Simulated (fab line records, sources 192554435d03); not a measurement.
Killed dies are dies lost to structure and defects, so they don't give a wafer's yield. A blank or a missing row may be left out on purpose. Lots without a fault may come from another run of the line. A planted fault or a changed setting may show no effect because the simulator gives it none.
Chamber matching | flow n5_finfet | N5_BEOL_M4_ETCHBACK_99 on rie_diel-03: 4 sister chambers
The step etches SiO2 in CHF3, target depth 5 nm, time 10.4 s. 20 wafers are shown with their chamber, then 10 later ones without.

WAFERS WITH THEIR CHAMBER
wafer  | chamber | drypump_motor_current_A (A) | showerhead_plenum_p_Torr (Torr) | throttle_valve_pct (%)
L076.1 | 2       | 5.3                         | 2.05                            | 17.25
L076.2 | 0       | 5.5                         | 2.11                            | 16.66
L076.3 | 1       | 6.5                         | 2.27                            | 17.01
L076.4 | 1       | 6.5                         | 2.27                            | 16.99
L076.5 | 0       | 5.5                         | 2.11                            | 16.63
L076.6 | 2       | 5.3                         | 2.05                            | 17.25
L079.4 | 2       | 5.3                         | 2.05                            | 17.26
L079.5 | 0       | 5.5                         | 2.10                            | 16.69
L079.6 | 1       | 6.5                         | 2.27                            | 17.03
L077.1 | 2       | 5.3                         | 2.05                            | 17.28
L077.4 | 1       | 6.5                         | 2.27                            | 17.02
L077.5 | 0       | 5.5                         | 2.10                            | 16.68
L081.1 | 0       | 5.5                         | 2.10                            | 16.68
L081.2 | 2       | 5.3                         | 2.05                            | 17.28
L081.3 | 1       | 6.5                         | 2.27                            | 17.01
L081.4 | 3       | 4.9                         | 2.22                            | 17.39
L081.5 | 3       | 4.9                         | 2.22                            | 17.37
L081.6 | 0       | 5.5                         | 2.10                            | 16.66
L086.1 | 0       | 5.5                         | 2.10                            | 16.71
L086.4 | 3       | 4.8                         | 2.21                            | 17.42

SIGNATURES (means of the wafers above)
reading                  | chamber 0 | chamber 1 | chamber 2 | chamber 3 | scatter within a chamber
drypump_motor_current_A  | 5.500     | 6.500     | 5.300     | 4.867     | 0.0204
showerhead_plenum_p_Torr | 2.1029    | 2.2700    | 2.0500    | 2.2167    | 0.00362
throttle_valve_pct       | 16.6729   | 17.0120   | 17.2640   | 17.3933   | 0.0209
Rule: a wafer's distance from a chamber is the root of the sum, over the readings, of the square of ((its reading less the chamber's mean) divided by the reading's scatter). The wafer belongs to the nearest chamber; if the next one is less than 2 further off, it can't be placed. The scatter: the root of (the sum of the squares of (reading less its chamber's mean) over the shown wafers, divided by (wafers less chambers)).

WAFERS WITHOUT THEIR CHAMBER
wafer  | drypump_motor_current_A (A) | showerhead_plenum_p_Torr (Torr) | throttle_valve_pct (%)
L086.5 | 4.8                         | 2.21                            | 17.41
L088.1 | 4.9                         | 2.21                            | 17.43
L088.4 | 6.5                         | 2.26                            | 17.05
L088.6 | 4.9                         | 2.21                            | 17.43
L094.1 | 5.3                         | 2.04                            | 17.32
L094.2 | 4.9                         | 2.21                            | 17.45
L094.3 | 5.5                         | 2.09                            | 16.73
L094.4 | 6.5                         | 2.26                            | 17.07
L094.5 | 6.5                         | 2.26                            | 17.07
L094.6 | 5.6                         | 2.09                            | 16.74

WHICH CHAMBER EACH WENT THROUGH
wafer  | from the rows above | in truth
L086.5 | 3                   | 3
L088.1 | 3                   | 3
L088.4 | 1                   | 1
L088.6 | 3                   | 3
L094.1 | 2                   | 2
L094.2 | 3                   | 3
L094.3 | 0                   | 0
L094.4 | 1                   | 1
L094.5 | 1                   | 1
L094.6 | 0                   | 0
Placed correctly: 10 of 10. Can't be placed from these rows: 0. Placed wrongly: 0.
